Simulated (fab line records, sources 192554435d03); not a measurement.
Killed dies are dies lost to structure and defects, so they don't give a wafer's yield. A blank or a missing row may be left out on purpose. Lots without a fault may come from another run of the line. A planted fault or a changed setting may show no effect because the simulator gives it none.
Chamber matching | flow n5_finfet | N5_BEOL_M1_ETCHBACK_99 on rie_diel-01: 4 sister chambers
The step etches SiO2 in CHF3, target depth 5 nm, time 10.4 s. 20 wafers are shown with their chamber, then 10 later ones without.

WAFERS WITH THEIR CHAMBER
wafer  | chamber | drypump_motor_current_A (A) | showerhead_plenum_p_Torr (Torr) | rf_vpp_V (V)
L075.1 | 1       | 5.6                         | 2.17                            | 244
L075.4 | 3       | 6.2                         | 2.18                            | 246
L075.6 | 2       | 6.2                         | 2.19                            | 242
L078.2 | 3       | 6.2                         | 2.18                            | 247
L078.4 | 2       | 6.1                         | 2.19                            | 243
L078.6 | 1       | 5.6                         | 2.17                            | 243
L084.1 | 1       | 5.6                         | 2.17                            | 245
L084.2 | 3       | 6.2                         | 2.18                            | 247
L084.3 | 2       | 6.1                         | 2.19                            | 239
L080.1 | 0       | 5.0                         | 2.09                            | 233
L080.5 | 1       | 5.6                         | 2.17                            | 244
L080.6 | 0       | 5.0                         | 2.09                            | 235
L083.1 | 2       | 6.2                         | 2.19                            | 242
L083.3 | 1       | 5.6                         | 2.17                            | 244
L083.4 | 0       | 5.0                         | 2.09                            | 234
L082.1 | 3       | 6.2                         | 2.17                            | 246
L082.5 | 1       | 5.6                         | 2.16                            | 244
L082.6 | 2       | 6.2                         | 2.19                            | 241
L086.2 | 2       | 6.2                         | 2.18                            | 241
L086.3 | 0       | 5.0                         | 2.09                            | 234

SIGNATURES (means of the wafers above)
reading                  | chamber 0 | chamber 1 | chamber 2 | chamber 3 | scatter within a chamber
drypump_motor_current_A  | 5.000     | 5.600     | 6.167     | 6.200     | 0.0289
showerhead_plenum_p_Torr | 2.0900    | 2.1683    | 2.1883    | 2.1775    | 0.00389
rf_vpp_V                 | 234.00    | 244.00    | 241.33    | 246.50    | 0.946
Rule: a wafer's distance from a chamber is the root of the sum, over the readings, of the square of ((its reading less the chamber's mean) divided by the reading's scatter). The wafer belongs to the nearest chamber; if the next one is less than 2 further off, it can't be placed. The scatter: the root of (the sum of the squares of (reading less its chamber's mean) over the shown wafers, divided by (wafers less chambers)).

WAFERS WITHOUT THEIR CHAMBER
wafer  | drypump_motor_current_A (A) | showerhead_plenum_p_Torr (Torr) | rf_vpp_V (V)
L086.4 | 6.2                         | 2.17                            | 245
L091.2 | 6.2                         | 2.17                            | 247
L091.4 | 5.0                         | 2.08                            | 235
L091.5 | 5.6                         | 2.16                            | 245
L093.2 | 6.1                         | 2.18                            | 240
L093.3 | 6.2                         | 2.17                            | 247
L093.4 | 5.0                         | 2.08                            | 234
L094.3 | 6.2                         | 2.18                            | 241
L094.4 | 5.0                         | 2.08                            | 233
L094.6 | 5.6                         | 2.16                            | 244

WHICH CHAMBER EACH WENT THROUGH
wafer  | from the rows above | in truth
L086.4 | 3                   | 3
L091.2 | 3                   | 3
L091.4 | 0                   | 0
L091.5 | 1                   | 1
L093.2 | 2                   | 2
L093.3 | 3                   | 3
L093.4 | 0                   | 0
L094.3 | 2                   | 2
L094.4 | 0                   | 0
L094.6 | 1                   | 1
Placed correctly: 10 of 10. Can't be placed from these rows: 0. Placed wrongly: 0.
